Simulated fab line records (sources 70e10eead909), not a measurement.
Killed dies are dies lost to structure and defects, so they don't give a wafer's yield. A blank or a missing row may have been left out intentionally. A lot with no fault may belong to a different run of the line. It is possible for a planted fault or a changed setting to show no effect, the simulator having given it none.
fab line records	flow nandHarc	part 1 of 2: steps 1 to 39 of 40
[record] lots = 7	wafers = 21	lastDay = 33
route steps=1302 shown A_CHANNEL_HOLE_D1@480 A_CHANNEL_FILL_D1@490 A_DECK1_JOINT@518 END@1302
lots untouched by any fault: they come from a run of this same line in which no faults occurred
startH: start of the lot's first displayed wafer, in hours after the record's first day	waitH: hours from the lot's prior step to this one	" unchanged from the row above	L1.1+2: one row covering several wafers at once	- value missing, or start not given	* or withheld: withheld	< > ~ a bound
route shown NAME@n: a module of which the file shows steps, and the number in the route of the first	usual: mean and standard deviation over wafers with no fault	same: alike in all rows	chamber/n: place in a boat	sites: readings site by site	_std_site: standard deviation across them	_edge_site: mean of outer sites minus mean of inner sites	radiusMm: how far each site lies from the wafer's centre	mask NAME#n: copy n	behind: tool/chamber where the wafer was last shaped	hold: reason for holding the lot/hours on hold/outcome of the hold	device: the n, p or np transistor that did not switch	end of line: the same wafers' tests at the end of the route	where a step has no rows: the recipe by itself	killed: not the wafer's yield, but the dies lost to structure and defects at the first sort	map: a wafer's dies, marking killed ones x, the rest . and places with no die _
set.NAME: the setting the step ran with; set.NAME@STEP: the setting that earlier step ran with	model.NAME: the simulator's own value behind a step, which no gauge read
lots at some steps of the route; a table a step, a row a wafer
services: from which hour (startH, from the record's first day; less than 0 if before it) a tool's chamber was out of use, for how many hours, and why
[[steps]]
[step NHARC_A_CHANNEL_HOLE_D1_STRIP_41]
[recipe] n2FlowSccm = 150	h2FlowSccm = 150	arFlowSccm = 0	biasW = 0	chemistry = N2/H2
[step NHARC_A_CHANNEL_HOLE_D1_STRIP_42]
[recipe] cf4FlowSccm = 100	chf3FlowSccm = 30	arFlowSccm = 0	biasW = 0	chemistry = CF4/CHF3
[step NHARC_A_CHANNEL_HOLE_D1_STRIP_43]
[recipe] o2FlowSccm = 400	cosFlowSccm = 20	arFlowSccm = 0	biasW = 0	chemistry = O2/COS
[step NHARC_A_CHANNEL_HOLE_D1_ETCH_44]
[recipe] targetDepthA = 1400	overetchA = 140	timeS = 77	ionEnergyEv = 100	cf4FlowSccm = 80	o2FlowSccm = 20	arFlowSccm = 0	rfW = 300	biasW = 100	chemistry = CF4/O2
[usual] drypumpMotorCurrentA = 5.9/0.5	oes_ar_750_au = 1.000/0.0049	oesProductAu = 0.997/0.014	rfFwdPowerW = 297.7/1.1	rfVppV = 197.4/1.2	showerheadPlenumPTorr = 1.32/0.04	throttleValvePct = 13.398/0.0092
[same] timeS = 77
lot.wafer	tool	chamber	startH	waitH	drypumpMotorCurrentA	oes_ar_750_au	oesProductAu	rfFwdPowerW	rfHoursCounterH	rfVppV	showerheadPlenumPTorr	throttleValvePct
L449.3	rieDiel-01	3	192.30	0.1	5.6	1.004	1.008	295.7	54	197.6	1.33	13.412
L449.4	"	0	"	"	6.3	0.992	1.006	296.8	58	197.2	1.30	13.388
L449.6	"	2	"	"	5.3	1.004	1.012	299.8	-	196.4	1.35	13.393
L454.3	rieDiel-03	1	251.56	0.1	6.6	1.006	0.993	299.3	11	197.7	1.36	13.388
L454.1	"	3	"	"	6.2	0.999	0.995	298.3	12	197.2	1.34	13.401
L454.6	"	2	"	"	5.9	1.006	1.006	299.4	-	196.5	1.26	13.397
L457.1	rieDiel-01	1	285.10	0.1	4.8	0.997	0.983	298.0	29	197.0	1.33	13.395
L457.4	"	2	"	"	5.3	1.001	0.997	296.3	26	197.8	1.34	13.408
L457.6	"	2	"	"	5.2	0.999	0.992	296.3	-	198.7	1.34	13.388
L458.4	rieDiel-07	1	286.02	0.1	6.2	0.994	1.010	298.0	53	198.7	1.38	13.386
L458.6	"	3	"	"	5.0	0.993	1.003	296.5	-	199.1	1.33	13.401
L458.5	"	0	"	"	5.5	0.999	0.998	297.5	-	200.7	1.40	13.392
L459.4	rieDiel-01	2	289.08	0.1	5.2	1.001	0.999	297.1	28	198.3	1.34	13.404
L459.2	"	1	"	"	4.8	0.999	1.014	296.4	32	197.2	1.33	13.386
L459.5	"	3	"	"	5.6	0.998	1.006	299.2	-	199.2	1.32	13.403
L461.4	rieDiel-03	1	315.80	0.1	6.6	1.011	1.013	297.6	2	197.1	1.36	13.377
L461.3	"	0	"	"	5.7	1.004	0.988	299.0	2	195.4	1.27	13.393
L461.5	"	2	"	"	6.0	0.999	0.996	295.9	-	196.7	1.26	13.391
L471.2	rieDiel-03	2	415.99	0.1	6.0	0.997	0.988	298.2	10	195.2	1.26	13.389
L471.5	"	0	"	"	5.7	1.000	0.991	297.7	-	196.2	1.26	13.390
L471.6	"	1	"	"	6.7	1.005	0.982	300.4	-	197.5	1.36	13.385
[step NHARC_A_CHANNEL_HOLE_D1_STRIP_27]
[recipe] o2FlowSccm = 500	arFlowSccm = 0	biasW = 0	chemistry = O2
[step NHARC_A_CHANNEL_HOLE_D1_PRECLEAN_28]
[recipe] timeS = *	tempC = 50	bathAgeMin = 0	chemistry = SC1
[step NHARC_A_CHANNEL_HOLE_D1_SRD_29]
[step NHARC_A_CHANNEL_HOLE_D1_CD_MEAS_30]
[usual] cdNm = 90.0/1.6
lot.wafer	tool	chamber	startH	waitH	cdNm
L449.3	cdSem-01	-	193.09	-	90.0
L449.4	"	-	"	"	93.1
L449.6	"	-	"	"	93.2
L454.1	cdSem-01	-	252.39	0.1	91.7
L454.3	"	-	"	"	88.2
L454.6	"	-	"	"	89.8
L457.1	cdSem-01	-	285.90	-	87.0
L457.4	"	-	"	"	92.2
L457.6	"	-	"	"	89.6
L458.4	cdSem-03	-	286.81	-	92.8
L458.5	"	-	"	"	89.2
L458.6	"	-	"	"	91.9
L459.2	cdSem-01	-	289.87	-	90.5
L459.4	"	-	"	"	88.0
L459.5	"	-	"	"	89.9
L461.3	cdSem-01	-	316.60	-	88.9
L461.4	"	-	"	"	88.9
L461.5	"	-	"	"	87.9
L471.2	cdSem-02	-	416.78	-	89.0
L471.5	"	-	"	"	92.7
L471.6	"	-	"	"	89.4
[step NHARC_A_CHANNEL_HOLE_D1_XSEM_31]
[recipe] landingEnergyEv = 35000
[usual] botCdNm = 74.7/1.7	bowNm = 8.73/0.29	tiltDeg = 0.08/0.037
lot.wafer	tool	chamber	startH	waitH	botCdNm	bowNm	tiltDeg
L449.3	xsem-02	0	193.19	0.1	74.7	8.91	0.09
L449.4	"	0	"	"	77.9	8.90	0.09
L449.6	"	0	"	"	77.8	8.80	0.09
L454.1	xsem-02	0	252.49	0.1	75.6	8.43	0.04
L454.3	"	0	"	"	72.5	8.41	0.04
L454.6	"	0	"	"	73.5	8.41	0.04
L457.1	xsem-01	0	285.99	0.1	71.7	8.78	0.03
L457.4	"	0	"	"	77.8	8.75	0.03
L457.6	"	0	"	"	74.8	8.68	0.03
L458.4	xsem-02	0	286.91	0.1	77.8	8.71	0.12
L458.5	"	0	"	"	74.6	8.77	0.12
L458.6	"	0	"	"	76.7	8.72	0.12
L459.2	xsem-01	0	289.96	0.1	75.6	8.90	-0.01
L459.4	"	0	"	"	73.5	8.85	-0.01
L459.5	"	0	"	"	76.2	8.93	-0.01
L461.3	xsem-01	0	316.69	0.1	73.6	8.95	0.09
L461.4	"	0	"	"	73.2	8.89	0.09
L461.5	"	0	"	"	72.3	8.89	0.09
L471.2	xsem-01	0	416.86	0.1	73.4	8.82	0.13
L471.5	"	0	"	"	77.3	8.73	0.13
L471.6	"	0	"	"	74.4	8.70	0.13
[step NHARC_A_CHANNEL_HOLE_D1_INSPECT_40]
[usual] rawDefectCount = 79/29
lot.wafer	tool	chamber	startH	waitH	rawDefectCount
L449.3	defectInspect-02	-	193.28	-	112
L449.4	"	-	"	"	108
L449.6	"	-	"	"	108
L454.1	defectInspect-02	-	252.58	-	114
L454.3	"	-	"	"	82
L454.6	"	-	"	"	107
L457.1	defectInspect-01	-	286.09	-	114
L457.4	"	-	"	"	109
L457.6	"	-	"	"	98
L458.4	defectInspect-02	-	287.00	-	65
L458.5	"	-	"	"	87
L458.6	"	-	"	"	73
L459.2	defectInspect-01	-	290.05	-	93
L459.4	"	-	"	"	102
L459.5	"	-	"	"	105
L461.3	defectInspect-01	-	316.78	-	96
L461.4	"	-	"	"	110
L461.5	"	-	"	"	136
L471.2	defectInspect-02	-	416.96	-	52
L471.5	"	-	"	"	73
L471.6	"	-	"	"	70
[step NHARC_A_CHANNEL_FILL_D1_PRECLEAN_00]
[recipe] timeS = *	tempC = 50	bathAgeMin = 0	chemistry = SC1
[step NHARC_A_CHANNEL_FILL_D1_SRD_01]
[step NHARC_A_CHANNEL_FILL_D1_ALD_02]
[recipe] targetThkA = 60	pulseTimeS = 10	aldCycles = 60	tempC = 300	material = SiO2
[usual] heaterPowerW = 481/45	precursorPulseHeightRel = 0.999/0.022
[same] pulseTimeS = 10
lot.wafer	tool	chamber	startH	waitH	heaterPowerW	precursorPulseHeightRel
L449.3	aldHk-02	2	193.47	-	485	0.984
L449.4	"	3	"	"	535	1.016
L449.6	"	3	"	"	515	1.019
L454.1	aldHk-02	0	252.92	-	526	0.974
L454.3	"	1	"	"	424	0.995
L454.6	"	3	"	"	522	1.011
L457.1	aldHk-03	3	286.86	-	507	1.007
L457.4	"	2	"	"	365	0.967
L457.6	"	3	"	"	500	0.970
L458.4	aldHk-03	0	287.45	-	499	1.020
L458.5	"	2	"	"	383	1.023
L458.6	"	3	"	"	481	1.024
L459.2	aldHk-03	3	290.24	-	495	1.001
L459.4	"	2	"	"	375	1.015
L459.5	"	3	"	"	510	0.978
L461.4	aldHk-01	1	317.05	-	457	0.985
L461.3	"	3	"	"	527	0.972
L461.5	"	1	"	"	455	1.019
L471.2	aldHk-03	3	417.40	0.3	461	1.014
L471.6	"	0	"	"	506	1.021
L471.5	"	1	"	"	532	0.973
[step NHARC_A_CHANNEL_FILL_D1_ALD_03]
[recipe] targetThkA = 60	pulseTimeS = 60	aldCycles = 58	tempC = 630	pressureTorr = 2	material = SiNx
[step NHARC_A_CHANNEL_FILL_D1_ALD_14]
[recipe] targetThkA = 25	pulseTimeS = 10	aldCycles = 25	tempC = 300	material = SiO2
[step NHARC_A_CHANNEL_FILL_D1_ALD_15]
[recipe] targetThkA = 20	pulseTimeS = 60	aldCycles = 19	tempC = 630	pressureTorr = 2	material = SiNx
[usual] precursorPulseHeightRel = 0.998/0.02
[same] pulseTimeS = 60
lot.wafer	tool	chamber	startH	waitH	precursorPulseHeightRel
L449.3	aldSinBatch-02	0	-	-	1.021
L449.4	"	0	"	"	1.001
L449.6	"	0	"	"	0.996
L454.1	aldSinBatch-03	0	-	-	0.980
L454.3	"	0	"	"	1.021
L454.6	"	0	"	"	0.989
L457.1	aldSinBatch-03	0	-	-	0.988
L457.4	"	0	"	"	1.002
L457.6	"	0	"	"	0.976
L458.4	aldSinBatch-03	0	-	-	0.991
L458.5	"	0	"	"	0.979
L458.6	"	0	"	"	0.958
L459.2	aldSinBatch-01	0	-	-	1.002
L459.4	"	0	"	"	0.989
L459.5	"	0	"	"	0.956
L461.3	aldSinBatch-03	0	-	-	1.014
L461.4	"	0	"	"	1.009
L461.5	"	0	"	"	0.989
L471.2	aldSinBatch-01	0	-	-	0.999
L471.5	"	0	"	"	1.016
L471.6	"	0	"	"	0.978
[step NHARC_A_CHANNEL_FILL_D1_ALD_16]
[recipe] targetThkA = 15	pulseTimeS = 10	aldCycles = 15	tempC = 300	material = SiO2
[usual] heaterPowerW = 478/48	precursorPulseHeightRel = 0.999/0.018
[same] pulseTimeS = 10
lot.wafer	tool	chamber	startH	waitH	heaterPowerW	precursorPulseHeightRel
L449.3	aldHk-03	2	205.65	0.0	368	0.996
L449.4	"	0	"	"	496	1.006
L449.6	"	3	"	"	490	0.993
L454.3	aldHk-01	1	264.96	0.1	473	0.968
L454.1	"	3	"	"	494	0.988
L454.6	"	1	"	"	477	1.028
L457.4	aldHk-02	3	299.32	0.3	526	0.962
L457.1	"	1	"	"	428	0.976
L457.6	"	0	"	"	502	0.966
L458.4	aldHk-02	2	299.51	0.5	490	1.002
L458.5	"	1	"	"	438	1.023
L458.6	"	2	"	"	482	1.010
L459.2	aldHk-03	0	302.92	0.1	500	1.031
L459.4	"	2	"	"	378	1.029
L459.5	"	3	"	"	518	1.037
L461.4	aldHk-03	0	329.18	0.0	506	1.003
L461.3	"	3	"	"	494	0.980
L461.5	"	1	"	"	522	0.987
L471.2	aldHk-02	3	429.39	0.1	495	1.025
L471.6	"	3	"	"	505	1.002
L471.5	"	0	"	"	550	0.979
[step NHARC_A_CHANNEL_FILL_D1_ANNEAL_17]
[recipe] tempC = 850	timeS = 1800
[step NHARC_A_CHANNEL_FILL_D1_CVD_18]
[recipe] targetThkA = 30	tempC = 550	material = poly-Si
[step NHARC_A_CHANNEL_FILL_D1_ETCHBACK_19]
[recipe] targetDepthA = 50	timeS = 1.7	hbrFlowSccm = 150	cl2FlowSccm = 50	rfW = 400	icpW = 400	biasW = 100	chemistry = HBr/Cl2
[step NHARC_A_CHANNEL_FILL_D1_ETCHBACK_20]
[recipe] targetDepthA = 270	timeS = 13.5	c4f8FlowSccm = withheld	o2FlowSccm = 8	arFlowSccm = withheld	rfW = 600	biasW = 1500	chemistry = C4F8/O2/Ar
[step NHARC_A_CHANNEL_FILL_D1_STRIP_28]
[recipe] timeS = 20	o2FlowSccm = 500	arFlowSccm = 0	biasW = 0	chemistry = O2
[usual] drypumpMotorCurrentA = 5.89/0.25	oesProductAu = 0.995/0.013	rfVppV = 57.5/0.95	showerheadPlenumPTorr = 3.46/0.12	throttleValvePct = 17.037/0.0099
[same] timeS = 20
lot.wafer	tool	chamber	startH	waitH	drypumpMotorCurrentA	oesProductAu	rfHoursCounterH	rfVppV	showerheadPlenumPTorr	throttleValvePct
L449.3	rieDiel-09	1	218.50	0.1	5.70	1.003	3.0	57.5	3.71	17.041
L449.4	"	2	"	"	6.01	0.977	3.0	57.6	3.44	17.037
L449.6	"	0	"	"	6.01	1.001	-	56.2	3.33	17.029
L454.3	rieDiel-09	1	278.78	0.1	5.66	1.010	6.5	57.5	3.71	17.044
L454.1	"	2	"	"	6.03	0.998	5.4	57.4	3.44	17.044
L454.6	"	0	"	"	6.00	0.995	-	58.6	3.33	17.053
L457.1	rieDiel-08	3	311.62	0.1	5.52	0.995	5.0	57.8	3.44	17.036
L457.4	"	1	"	"	5.88	0.981	4.8	59.0	3.48	17.034
L457.6	"	3	"	"	5.52	0.989	-	56.8	3.44	17.028
L458.4	rieDiel-09	0	311.62	0.1	6.02	1.005	9.3	56.7	3.32	17.023
L458.6	"	1	"	"	5.70	1.002	-	57.8	3.71	17.041
L458.5	"	2	"	"	6.05	0.988	-	57.7	3.44	17.034
L459.2	rieDiel-08	1	316.74	0.1	5.87	0.986	4.8	57.1	3.48	17.046
L459.4	"	2	"	"	6.24	0.991	4.7	58.8	3.34	17.028
L459.5	"	0	"	"	5.94	0.974	-	56.5	3.42	17.033
L461.4	rieDiel-08	3	341.46	0.1	5.53	1.008	6.2	56.3	3.44	17.041
L461.3	"	2	"	"	6.24	0.986	6.0	58.9	3.34	17.055
L461.5	"	3	"	"	5.52	1.001	-	55.9	3.44	17.032
L471.2	rieDiel-09	0	441.45	0.1	6.03	1.017	5.7	57.1	3.32	17.031
L471.5	"	1	"	"	5.68	0.994	-	58.5	3.70	17.021
L471.6	"	2	"	"	6.04	0.992	-	56.4	3.44	17.036
[step NHARC_A_CHANNEL_FILL_D1_PRECLEAN_21]
[recipe] timeS = 30	chemistry = dHF
[step NHARC_A_CHANNEL_FILL_D1_SRD_23]
[step NHARC_A_CHANNEL_FILL_D1_CVD_05]
[recipe] targetThkA = 50	tempC = 550	material = poly-Si
[step NHARC_A_CHANNEL_FILL_D1_ANNEAL_22]
[recipe] tempC = 620	timeS = 7200
[step NHARC_A_CHANNEL_FILL_D1_THK_MEAS_06]
[recipe] thkMeasGauge = ellipsometry
[usual] thkNm = 5.0/0.95
lot.wafer	tool	chamber	startH	waitH	thkNm
L449.3	filmMetro-02	-	231.53	0.4	5.3
L449.4	"	-	"	"	3.6
L449.6	"	-	"	"	5.9
L454.1	filmMetro-01	-	290.66	0.4	6.0
L454.3	"	-	"	"	4.7
L454.6	"	-	"	"	4.3
L457.1	filmMetro-01	-	323.22	0.4	4.2
L457.4	"	-	"	"	6.9
L457.6	"	-	"	"	3.6
L458.4	filmMetro-02	-	323.22	0.4	4.5
L458.5	"	-	"	"	6.2
L458.6	"	-	"	"	6.3
L459.2	filmMetro-01	-	329.69	0.4	4.9
L459.4	"	-	"	"	5.6
L459.5	"	-	"	"	5.3
L461.3	filmMetro-02	-	355.10	0.4	3.7
L461.4	"	-	"	"	5.3
L461.5	"	-	"	"	4.7
L471.2	filmMetro-01	-	453.13	0.4	4.4
L471.5	"	-	"	"	4.3
L471.6	"	-	"	"	5.3
[step NHARC_A_CHANNEL_FILL_D1_ALD_25]
[recipe] targetThkA = 600	pulseTimeS = 10	aldCycles = 600	tempC = 300	material = SiOx
[step NHARC_A_CHANNEL_FILL_D1_ETCHBACK_08]
[recipe] targetDepthA = 2200	timeS = 110	c4f8FlowSccm = 20	arFlowSccm = withheld	rfW = 600	biasW = 300	chemistry = C4F8
[step NHARC_A_CHANNEL_FILL_D1_STRIP_29]
[recipe] timeS = 20	o2FlowSccm = 500	arFlowSccm = 0	biasW = 0	chemistry = O2
[step NHARC_A_CHANNEL_FILL_D1_PRECLEAN_30]
[recipe] timeS = 30	chemistry = dHF
[step NHARC_A_CHANNEL_FILL_D1_SRD_31]
[step NHARC_A_CHANNEL_FILL_D1_CVD_09]
[recipe] targetThkA = 1500	tempC = 620	pressureMtorr = 200	timeS = 3000	material = poly-Si
[step NHARC_A_CHANNEL_FILL_D1_CMP_10]
[recipe] targetThkNm = 150
[step NHARC_A_CHANNEL_FILL_D1_SRD_12]
[step NHARC_A_DECK1_JOINT_ETCHBACK_07]
[recipe] targetDepthA = 1050	timeS = 26.9	hbrFlowSccm = 150	rfW = 350	icpW = 350	biasW = 60	chemistry = HBr
[step NHARC_A_DECK1_JOINT_ETCH_25]
[recipe] targetDepthA = 5	chemistry = dHF	material = SiO2
[step NHARC_A_DECK1_JOINT_ETCH_19]
[recipe] tempC = 25	targetDepthA = 30	chemistry = TMAH	material = poly-Si
[step NHARC_A_DECK1_JOINT_ETCH_18]
[recipe] targetDepthA = 30	chemistry = dHF	material = SiO2
